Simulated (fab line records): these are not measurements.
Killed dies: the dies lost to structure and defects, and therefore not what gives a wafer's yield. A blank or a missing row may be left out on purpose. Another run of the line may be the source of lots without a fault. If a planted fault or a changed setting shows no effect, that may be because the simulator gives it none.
The tool behind it: which one? ; flow n5Finfet ; route of 1938 steps, sampled at 1 step: 10 lots, 30 wafers

## WHAT EACH GAUGE READ, for each wafer
N5_BEOL_M6_INSPECT_13: inspects for defects (brightfield). Usual: 394 for rawDefectCount, sd 82.
lot;measured;on;rawDefectCount;flag
L406;day 8 11:31;defectInspect-02;380 356 409;
L407;day 8 16:46;defectInspect-02;328 386 274;
L408;day 9 03:35;defectInspect-02;395 429 322;
L416;day 11 00:46;defectInspect-01;431 468 342;
L419;day 11 16:35;defectInspect-02;421 294 372;
L422;day 12 11:26;defectInspect-01;749 497 506;
L424;day 13 11:09;defectInspect-02;352 427 340;
L427;day 13 15:02;defectInspect-01;358 397 375;
L428;day 14 12:01;defectInspect-02;340 406 348;
L429;day 14 23:22;defectInspect-01;429 480 522;

## TOOL THAT RAN EACH LOT (tool first, then ch and the chambers of the sampled wafers, then the start)
There is no process step in the record ahead of these readings.

## WHAT THE TOOLS THEMSELVES READ (means of the sampled wafers that have a number; where no wafer has one, the mark that the record gives instead)
The record holds no such reading with a usual standard deviation.

## THE ANSWER, worked out from the rows above alone
Rule: take the mean of a lot's wafers that have a number; if it is more than 3 standard deviations from the usual mean, the lot is off. Also off: a lot with no number at a reading for which 4 or more lots have one. Any other lot the step has rows for is counted as sound. After the gauges, taken in route order, come the tools' own readings; for these a lot's mean is taken, as printed above. At the first step where some lot is off, the reading lying furthest off is the one used; lots without a number count as furthest.
No lot is off at any reading shown: from this, nothing can be told.

## WHAT THE SIMULATOR HAD PUT IN
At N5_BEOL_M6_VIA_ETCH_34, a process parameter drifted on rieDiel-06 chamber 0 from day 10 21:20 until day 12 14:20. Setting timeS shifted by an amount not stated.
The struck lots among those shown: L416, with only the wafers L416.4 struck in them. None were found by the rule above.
